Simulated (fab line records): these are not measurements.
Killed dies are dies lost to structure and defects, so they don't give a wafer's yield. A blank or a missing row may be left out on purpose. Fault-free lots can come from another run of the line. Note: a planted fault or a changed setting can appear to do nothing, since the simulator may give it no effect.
A sampling plan put to the test ; flow nand_harc ; 28 faults told of in these records, all on one fab line, each judged by the records of the lots it struck
The plan consists of the line's own looks: route steps at which the wafer is read by a gauge or an inspection but not changed. Where struck wafers have a number at a look and the file lists that look's usual mean and standard deviation on fault-free wafers, the look can be judged. Caught: at a look after the fault's first step, the mean of the struck wafers lies 4 or more of those standard deviations (sigma) from the usual mean. On the tool: the test repeated on the tool's own readings taken at the fault's steps. Another recipe on the struck wafers, or a record that is blank for them alone, also counts as caught.

== THE FAULTS, as the simulator had put them in ==
1. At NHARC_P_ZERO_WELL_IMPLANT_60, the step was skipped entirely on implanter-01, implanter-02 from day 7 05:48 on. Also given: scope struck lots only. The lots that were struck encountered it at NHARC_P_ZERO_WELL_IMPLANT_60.
2. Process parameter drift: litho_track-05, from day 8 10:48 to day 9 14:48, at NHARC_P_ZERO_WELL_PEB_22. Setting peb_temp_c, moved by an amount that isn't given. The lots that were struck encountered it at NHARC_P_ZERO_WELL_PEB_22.
3. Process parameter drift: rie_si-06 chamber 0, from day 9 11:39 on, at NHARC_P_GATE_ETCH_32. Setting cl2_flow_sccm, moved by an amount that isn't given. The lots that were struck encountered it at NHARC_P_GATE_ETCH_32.
4. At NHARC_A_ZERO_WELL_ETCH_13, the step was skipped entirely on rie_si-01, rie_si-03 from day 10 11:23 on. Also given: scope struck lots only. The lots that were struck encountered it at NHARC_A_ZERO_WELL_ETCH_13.
5. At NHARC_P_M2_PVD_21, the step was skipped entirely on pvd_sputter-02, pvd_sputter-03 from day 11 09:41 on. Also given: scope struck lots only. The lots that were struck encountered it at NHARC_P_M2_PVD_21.
6. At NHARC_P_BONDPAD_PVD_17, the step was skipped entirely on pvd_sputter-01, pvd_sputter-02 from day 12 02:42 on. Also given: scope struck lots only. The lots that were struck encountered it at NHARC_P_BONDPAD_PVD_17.
7. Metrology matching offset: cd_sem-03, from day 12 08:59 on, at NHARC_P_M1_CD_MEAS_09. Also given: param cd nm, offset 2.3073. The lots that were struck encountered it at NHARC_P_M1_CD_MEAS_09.
8. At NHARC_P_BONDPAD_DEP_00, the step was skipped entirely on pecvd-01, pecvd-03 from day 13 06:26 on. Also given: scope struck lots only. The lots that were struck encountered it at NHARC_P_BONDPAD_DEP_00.
9. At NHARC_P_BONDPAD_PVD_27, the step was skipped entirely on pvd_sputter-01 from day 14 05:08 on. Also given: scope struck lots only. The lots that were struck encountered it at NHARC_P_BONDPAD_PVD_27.
10. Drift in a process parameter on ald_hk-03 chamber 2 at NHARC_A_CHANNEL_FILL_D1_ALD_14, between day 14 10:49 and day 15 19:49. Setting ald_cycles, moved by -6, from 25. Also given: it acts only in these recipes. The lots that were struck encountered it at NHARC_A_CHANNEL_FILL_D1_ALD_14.
11. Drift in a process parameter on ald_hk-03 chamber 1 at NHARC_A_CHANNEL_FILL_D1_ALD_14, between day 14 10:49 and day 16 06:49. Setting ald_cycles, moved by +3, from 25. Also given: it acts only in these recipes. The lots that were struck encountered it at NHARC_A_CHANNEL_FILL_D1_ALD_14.
12. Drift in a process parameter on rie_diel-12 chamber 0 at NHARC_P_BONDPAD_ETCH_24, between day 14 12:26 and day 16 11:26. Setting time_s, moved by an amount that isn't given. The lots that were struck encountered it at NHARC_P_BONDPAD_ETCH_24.
13. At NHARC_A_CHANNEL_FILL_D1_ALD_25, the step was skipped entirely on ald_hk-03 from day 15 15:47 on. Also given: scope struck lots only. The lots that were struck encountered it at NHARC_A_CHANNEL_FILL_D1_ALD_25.
14. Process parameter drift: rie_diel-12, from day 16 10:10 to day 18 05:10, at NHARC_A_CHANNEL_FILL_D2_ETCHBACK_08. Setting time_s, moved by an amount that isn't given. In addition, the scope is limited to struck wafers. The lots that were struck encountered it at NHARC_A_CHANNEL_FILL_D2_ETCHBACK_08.
15. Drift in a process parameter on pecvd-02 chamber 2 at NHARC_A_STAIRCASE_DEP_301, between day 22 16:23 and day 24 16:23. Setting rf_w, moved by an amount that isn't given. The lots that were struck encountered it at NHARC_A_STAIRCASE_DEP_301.
16. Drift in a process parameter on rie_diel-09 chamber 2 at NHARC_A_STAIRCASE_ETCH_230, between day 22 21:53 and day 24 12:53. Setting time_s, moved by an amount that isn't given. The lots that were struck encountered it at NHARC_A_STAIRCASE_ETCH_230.
17. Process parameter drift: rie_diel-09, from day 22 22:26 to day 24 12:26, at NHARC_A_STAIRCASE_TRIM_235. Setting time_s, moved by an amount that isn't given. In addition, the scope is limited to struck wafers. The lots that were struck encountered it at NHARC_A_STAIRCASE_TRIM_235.
18. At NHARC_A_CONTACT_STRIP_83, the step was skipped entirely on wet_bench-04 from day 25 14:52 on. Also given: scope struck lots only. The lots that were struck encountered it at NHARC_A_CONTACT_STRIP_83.
19. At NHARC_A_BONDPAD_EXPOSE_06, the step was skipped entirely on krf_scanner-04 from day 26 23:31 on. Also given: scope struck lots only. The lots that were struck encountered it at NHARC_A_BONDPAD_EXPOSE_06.
20. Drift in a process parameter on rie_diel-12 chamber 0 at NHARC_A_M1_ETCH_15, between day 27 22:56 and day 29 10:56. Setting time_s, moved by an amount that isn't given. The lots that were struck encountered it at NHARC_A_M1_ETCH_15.
21. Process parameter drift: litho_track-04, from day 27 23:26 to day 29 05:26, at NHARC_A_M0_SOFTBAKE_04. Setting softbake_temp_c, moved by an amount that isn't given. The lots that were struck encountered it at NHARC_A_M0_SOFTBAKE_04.
22. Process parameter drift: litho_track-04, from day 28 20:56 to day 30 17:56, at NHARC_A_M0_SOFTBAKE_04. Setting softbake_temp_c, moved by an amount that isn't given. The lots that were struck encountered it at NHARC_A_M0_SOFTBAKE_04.
23. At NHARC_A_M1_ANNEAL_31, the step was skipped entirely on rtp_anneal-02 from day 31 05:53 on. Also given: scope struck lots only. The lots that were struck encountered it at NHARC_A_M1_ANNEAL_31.
24. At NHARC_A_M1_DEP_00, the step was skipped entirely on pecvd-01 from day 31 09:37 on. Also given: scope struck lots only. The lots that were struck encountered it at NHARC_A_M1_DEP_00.
25. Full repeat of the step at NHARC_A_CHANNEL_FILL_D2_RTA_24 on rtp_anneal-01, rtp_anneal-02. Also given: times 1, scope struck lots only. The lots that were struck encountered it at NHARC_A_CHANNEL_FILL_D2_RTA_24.
26. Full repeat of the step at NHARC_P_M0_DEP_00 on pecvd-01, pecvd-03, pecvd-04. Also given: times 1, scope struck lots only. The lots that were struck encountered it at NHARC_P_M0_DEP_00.
27. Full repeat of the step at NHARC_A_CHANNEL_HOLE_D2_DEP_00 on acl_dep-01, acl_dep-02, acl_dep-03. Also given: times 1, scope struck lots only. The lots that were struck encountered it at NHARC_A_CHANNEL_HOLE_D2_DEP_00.
28. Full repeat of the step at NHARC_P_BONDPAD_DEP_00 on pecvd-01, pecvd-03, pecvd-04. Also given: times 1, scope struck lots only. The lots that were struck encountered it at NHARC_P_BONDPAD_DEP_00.

== WHAT THE PLAN SAW ==
fault;on the tool itself;first look that catches it;reading, sigma;median hours from its first step to that look;hours from the fault's start to the first struck lot there;judged looks passed uncaught
1;the tool's record is blank for the struck wafers;no look after it can be judged;-;-;-;0
2;plate_temp_C -16 sigma;none of the 2 looks that can be judged after it;-;-;-;2
3;mfc_cl2_sccm +66 sigma;none of the 2 looks that can be judged after it;-;-;-;2
4;the tool's record is blank for the struck wafers;no look after it can be judged;-;-;-;0
5;the tool's record is blank for the struck wafers;no look after it can be judged;-;-;-;0
6;the tool's record is blank for the struck wafers;no look after it can be judged;-;-;-;0
7;cd_nm +4.2 sigma;not the one look that can be judged after it;-;-;-;1
8;the tool's record is blank for the struck wafers;no look after it can be judged;-;-;-;0
9;the tool's record is blank for the struck wafers;no look after it can be judged;-;-;-;0
10;under 2 sigma;no look after it can be judged;-;-;-;0
11;under 2 sigma;not the one look that can be judged after it;-;-;-;1
12;run_length_s -54 sigma;not the one look that can be judged after it;-;-;-;1
13;the tool's record is blank for the struck wafers;no look after it can be judged;-;-;-;0
14;run_length_s +99 or beyond sigma;no look after it can be judged;-;-;-;0
15;rf_fwd_power_W +99 or beyond sigma;no look after it can be judged;-;-;-;0
16;run_length_s +4.4 sigma;not the one look that can be judged after it;-;-;-;1
17;run_length_s +99 or beyond sigma;no look after it can be judged;-;-;-;0
18;the tool's record is blank for the struck wafers;no look after it can be judged;-;-;-;0
19;no reading that can be judged;no look after it can be judged;-;-;-;0
20;run_length_s -17 sigma;no look after it can be judged;-;-;-;0
21;heater_power_total_W +80 sigma;not the one look that can be judged after it;-;-;-;1
22;heater_power_total_W -94 sigma;not the one look that can be judged after it;-;-;-;1
23;the tool's record is blank for the struck wafers;no look after it can be judged;-;-;-;0
24;the tool's record is blank for the struck wafers;no look after it can be judged;-;-;-;0
25;under 2 sigma;not the one look that can be judged after it;-;-;-;1
26;under 2 sigma;no look after it can be judged;-;-;-;0
27;under 2 sigma;not the one look that can be judged after it;-;-;-;1
28;under 2 sigma;no look after it can be judged;-;-;-;0
A dash: the fault is not caught, or the number is missing from these records.

Caught at a look: 0 of 28. Caught on the tool: 21 of 28. By one or the other: 21 of 28.
Faults 1, 2, 3, 4, 5, 6, 7, 8, 9, 12, 13, 14, 15, 16, 17, 18, 20, 21, 22, 23, 24 were caught on the tool alone.
Caught by neither: faults 10, 11, 19, 25, 26, 27, 28.
